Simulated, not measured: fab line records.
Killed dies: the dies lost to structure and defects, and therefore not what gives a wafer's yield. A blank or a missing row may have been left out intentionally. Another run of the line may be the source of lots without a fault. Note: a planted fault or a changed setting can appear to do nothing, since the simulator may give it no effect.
Chamber matching | flow n5-finfet | N5_BEOL_M5_ETCH_61 on rie-diel-02: 4 sister chambers
The step etches SiARC in CF4, target depth 15.6 nm, time 26 s. 8 wafers are shown with their chamber, then 9 later ones without.

== EACH WAFER AND ITS CHAMBER ==
wafer  | chamber | drypump-motor-current-A (A) | showerhead-plenum-p-Torr (Torr)
L079.2 | 1       | 6.2                         | 2.13
L079.3 | 2       | 5.6                         | 2.03
L087.1 | 0       | 5.3                         | 2.10
L087.4 | 3       | 5.5                         | 2.25
L087.5 | 1       | 6.2                         | 2.12
L085.1 | 3       | 5.5                         | 2.25
L085.2 | 2       | 5.6                         | 2.03
L085.5 | 0       | 5.2                         | 2.10

== WAFERS WITHOUT THEIR CHAMBER ==
wafer  | drypump-motor-current-A (A) | showerhead-plenum-p-Torr (Torr)
L088.2 | 5.6                         | 2.25
L088.4 | 5.6                         | 2.03
L088.5 | 5.6                         | 2.03
L090.3 | 5.5                         | 2.24
L090.4 | 6.2                         | 2.12
L090.6 | 5.5                         | 2.24
L091.1 | 6.2                         | 2.12
L091.5 | 6.2                         | 2.12
L091.6 | 5.6                         | 2.02

== THE CHAMBER EACH PASSED THROUGH ==
wafer  | from the rows above | in truth
L088.2 | 3                   | 3
L088.4 | 2                   | 2
L088.5 | 2                   | 2
L090.3 | 3                   | 3
L090.4 | 1                   | 1
L090.6 | 3                   | 3
L091.1 | 1                   | 1
L091.5 | 1                   | 1
L091.6 | 2                   | 2
Placed correctly: 9 of 9. Not placeable from these rows: 0. Placed wrongly: 0.
How it was worked out, from the rows above alone: a wafer's distance from a chamber is the root of the sum, over the readings, of the square of ((its reading less the chamber's mean) divided by the reading's scatter). The wafer belongs to the nearest chamber; if the next one is less than 2 further off, it can't be placed. Each chamber's mean is taken over the wafers shown for it. How the scatter is found: for the shown wafers, subtract from each reading the mean of its chamber, square and add these, divide the total by (wafers less chambers), then take the root.
